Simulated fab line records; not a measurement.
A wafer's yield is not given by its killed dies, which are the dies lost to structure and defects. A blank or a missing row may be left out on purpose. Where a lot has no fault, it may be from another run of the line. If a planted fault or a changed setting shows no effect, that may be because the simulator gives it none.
Comparing a struck lot with a sound one	flow nand harc	32 out of 1159 route steps
Sound: the wafers L243.1, L243.2, L243.4. Struck: wafer L254.1. (L254.4, L254.5 of the same lot were not struck and are left out.) The cause comes at the end.
For every step that has rows: the tool of each side, followed by ch and its chambers, followed by its first start. Under that, the readings that differ: sound wafers	struck wafers	difference of the means	sigmas: that difference in standard deviations of wafers without a fault.
alike: readings with means less than 2 such deviations apart, plus words and numbers identical on both sides. not compared: withheld readings, readings lacking a value on some wafer, bounds such as >300 that could conceal the same value, and numbers that have no deviation in the record and whose values overlap.
Wherever a step has rows on one side only, a row that says differs or no value, or a row with sigmas, the two part there. When numbers do not overlap yet have no deviation, they are printed without sigmas and do not part them. Lack of a reading on every wafer of one side parts them only where that side has two or more wafers.

first, 8 steps without rows for these wafers: NHARC_P_M0_DESCUM_14 (chemistry O2, time 3 s); NHARC_P_M0_ETCH_34 (etches the open film in N2/H2, target depth 40 nm, overetch 12 nm, time 43.94 s); NHARC_P_M0_ETCH_15 (etches the open film in C4F8/Ar, target depth 150 nm, overetch 15 nm, time 82.5 s); NHARC_P_M0_STRIP_18 (strips in N2/H2); NHARC_P_M0_STRIP_19 (strips in post etch residue remover, time 600 s); NHARC_P_M0_DEGAS_28 (time 60 s); NHARC_P_M0_PRE_CLEAN_29 (time 30 s); NHARC_P_M0_PVD_20 (deposits TaN, target thk 5 nm, time 8.06 s).
NHARC_P_M0_PVD_21: deposits Cu, target thk 30 nm, time 20.49 s.
  sound on pvd sputter-01, day 7 08:00; struck on pvd sputter-01, day 10 01:43
reading	sound	struck	difference	sigmas
chamber pressure pa (Pa)	5.005 5.000 4.994	4.974	-0.026	-3
  alike: throttle valve pct
then, 22 steps without rows for these wafers: NHARC_P_M0_ECD_22 (material Cu, target thk 400 nm); NHARC_P_M0_ANNEAL_30 (time 90 s); NHARC_P_M0_CMP_23 (polishes, t overpolish 20 s, target thk 117.53 nm); NHARC_P_M0_SRD_25; NHARC_P_M0_PRE_CLEAN_31 (time 12 s); NHARC_P_M0_DEP_32 (deposits SiCN, target thk 30 nm); NHARC_P_M1_DEP_00 (deposits SiOC, target thk 182.5 nm); NHARC_P_M1_DEHYDRATE_01 (time 120 s); NHARC_P_M1_HMDS_02 (time 30 s); NHARC_P_M1_COAT_34 (time 65 s); NHARC_P_M1_COAT_03 (resist thk 90 nm); NHARC_P_M1_SOFTBAKE_04 (time 55 s); NHARC_P_M1_EBR_05; NHARC_P_M1_EXPOSE_06 (exposes mask P M1, target cd 130 nm); NHARC_P_M1_PEB_07 (peb time 65 s); NHARC_P_M1_DEVELOP_08 (develop time 35 s); NHARC_P_M1_DESCUM_14 (chemistry O2, time 3 s); NHARC_P_M1_ETCH_35 (etches the open film in N2/H2, target depth 40 nm, overetch 12 nm, time 43.94 s); NHARC_P_M1_ETCH_15 (etches the open film in C4F8/Ar, target depth 182.5 nm, time 91.2 s); NHARC_P_M1_STRIP_18 (strips in N2/H2); NHARC_P_M1_ETCH_28 (etches the open film in CF4/N2, target depth 30 nm, time 72.99 s); NHARC_P_M1_STRIP_19 (strips in post etch residue remover, time 600 s).
-- jump in the record: it breaks off in module P_M1 and resumes in module END (first step shown: number 1159 of the route), and 14 days separate the struck wafers' starts before and after --
NHARC_END_SORT_01:
  sound on prober-02 ch 0, day 20 17:44; struck on prober-02 ch 0, day 24 04:07
reading	sound	struck	difference	sigmas
defect limited yield (%)	93.8	0	-94	-55
killed at periphery	4	653	+649	+99 or more
killed dies	42	677	+635	+53
killed open	7	1	-6	-4
sort_bin_2_pct (%)	2.7	96.9	+94.2	+99 or more
sort n pass	635	0	-635	-53
sort rim yield pct (%)	92	0	-92	-30
sort yield pct (%)	93.8	0	-94	-55
  alike: killed at array, killed at other, killed short, sort_bin_3_pct, sort_bin_4_pct

## WHERE THEY PART
First at NHARC_P_M0_PVD_21; last, within this record, at NHARC_END_SORT_01.

WHY: whatever the simulator had introduced
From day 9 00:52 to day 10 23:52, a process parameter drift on pvd sputter-01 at NHARC_P_M0_PVD_21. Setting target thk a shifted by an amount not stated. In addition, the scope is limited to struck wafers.
